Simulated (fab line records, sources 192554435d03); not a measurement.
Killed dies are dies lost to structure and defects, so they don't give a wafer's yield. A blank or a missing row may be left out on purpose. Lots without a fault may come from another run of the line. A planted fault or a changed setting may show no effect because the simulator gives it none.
Split-lot experiment | flow n5_finfet | 7 lots, 21 wafers read, on a route of 1938 steps

THE SPLIT
At N5_SD_EPI_N_EPI_21 (deposits Si:P, time 690 s), the setting time_s was moved away from the recipe's 690 s on 7 of the 21 wafers read, by -18.9% to +7.4%. The other wafers ran this setting at the recipe's value.

FROM THE SPLIT TO THE READING: what the file shows between them, 5 steps
- N5_SD_EPI_N_EPI_MEAS_23
- N5_SD_EPI_N_PRECLEAN_24: cleans in O3/DIW, time 60 s
- N5_SD_EPI_N_SRD_25: time 30 s
- N5_SD_ACTIVATION_RTA_00: time 0 s
- N5_SD_ACTIVATION_LSA_01: time 0.0008 s

THE READING
RS_SD_N, in ohm/sq, at N5_SD_ACTIVATION_RS_MEAS_03 (measures by four-point-probe). Fault-free wafers of this fab line usually give 22.0 ohm/sq, standard deviation 0.31 ohm/sq.

wafer  | tool, chamber at the split | time_s as run, s | against the recipe | RS_SD_N, ohm/sq | against lot-mates on the recipe
L080.1 | epi_rpcvd-02, 0            | 690              | recipe             | 21.4            | -
L080.2 | epi_rpcvd-02, 0            | 690              | recipe             | 21.7            | -
L080.3 | epi_rpcvd-02, 0            | 690              | recipe             | 21.4            | -
L082.2 | epi_rpcvd-01, 0            | 690              | recipe             | 21.8            | -
L082.3 | epi_rpcvd-01, 0            | 690              | recipe             | 22.0            | -
L082.6 | epi_rpcvd-01, 0            | 690              | recipe             | 21.6            | -
L085.4 | epi_rpcvd-02, 0            | 690              | recipe             | 21.7            | -
L085.5 | epi_rpcvd-02, 0            | 559.7            | -18.9%             | 24.6            | +2.9
L085.6 | epi_rpcvd-02, 0            | 559.7            | -18.9%             | 25.1            | +3.4
L088.1 | epi_rpcvd-04, 0            | 690              | recipe             | 22.2            | -
L088.5 | epi_rpcvd-04, 0            | 591.5            | -14.3%             | 24.0            | +1.8
L088.6 | epi_rpcvd-04, 0            | 591.5            | -14.3%             | 24.3            | +2.1
L094.1 | epi_rpcvd-04, 0            | 726.3            | +5.3%              | 21.6            | -0.6
L094.2 | epi_rpcvd-04, 0            | 726.3            | +5.3%              | 21.4            | -0.8
L094.5 | epi_rpcvd-04, 0            | 690              | recipe             | 22.2            | -
L096.3 | epi_rpcvd-01, 0            | 690              | recipe             | 22.2            | -
L096.4 | epi_rpcvd-01, 0            | 741.4            | +7.4%              | 21.2            | -0.9
L096.5 | epi_rpcvd-01, 0            | 690              | recipe             | 22.1            | -
L097.3 | epi_rpcvd-04, 0            | 690              | recipe             | 21.9            | -
L097.4 | epi_rpcvd-04, 0            | 690              | recipe             | 21.8            | -
L097.6 | epi_rpcvd-04, 0            | 690              | recipe             | 21.9            | -

THE FIT
A straight line over all 21 wafers: RS_SD_N changes by -0.148 ohm/sq for each +1% of time_s; r = -0.97; the points scatter about the line by 0.3 ohm/sq.
The same after taking each lot's own level away (the mean of its wafers on the recipe; 21 wafers): -0.153 ohm/sq for each +1%; r = -0.99; scatter 0.18 ohm/sq.
On that fit, the largest move of time_s shifts the reading by 2.9 ohm/sq.
The lots' own levels span 21.50 to 22.20 ohm/sq, that is 2.3 times the standard deviation above.
So the lot-to-lot level changes the slope little: the two slopes agree.
Check: with one of the wafers moved furthest among these (-18.9%) left out of the fit, the line predicts +2.91 ohm/sq for it against its lot-mates. It came out at +2.9 ohm/sq against them.

OTHER SPLITS ON THESE WAFERS
These wafers also went through other splits before the reading. Each is held against what the fit with the lots' levels taken away leaves over:
other split on the same wafers          | wafers away from the commonest value | r with RS_SD_N (lot level and that fit taken away)
N5_ZERO_LAYER_EXPOSE_08 dose_mj         | 6                                    | +0.17
N5_ZERO_LAYER_DEVELOP_10 develop_time_s | 7                                    | +0.22
N5_FIN_CUT_COAT_19 spin_rpm             | 9                                    | +0.23
N5_DUMMY_GATE_PECVD_30 time_s           | 5                                    | +0.27
N5_DUMMY_GATE_EXPOSE_12 dose_mj         | 7                                    | +0.25
N5_SD_EPI_N_ETCH_45 target_depth_a      | 6                                    | +0.33

THE WHOLE CHAIN: every reading that the file lists as answering this split, in the file's order
step                        | what it does                 | reading                                                                         | change (the file's fit)               | r (the file's)
N5_SD_EPI_N_EPI_21          | deposits Si:P, time 690 s    | Si-P_of_SD_EPI_N_EPI_21.thk_nm (the simulator's own value, which no gauge read) | +0.384 nm for each +1% of the setting | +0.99
N5_SD_EPI_N_EPI_MEAS_23     |                              | thk_nm                                                                          | withheld for each +1% of the setting  | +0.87
N5_SD_ACTIVATION_RS_MEAS_03 | measures by four-point-probe | RS_SD_N                                                                         | -0.151 for each +1% of the setting    | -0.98

THE FILE'S OWN FIT
RS_SD_N changes by -0.151 ohm/sq for each +1% of time_s, r = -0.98.
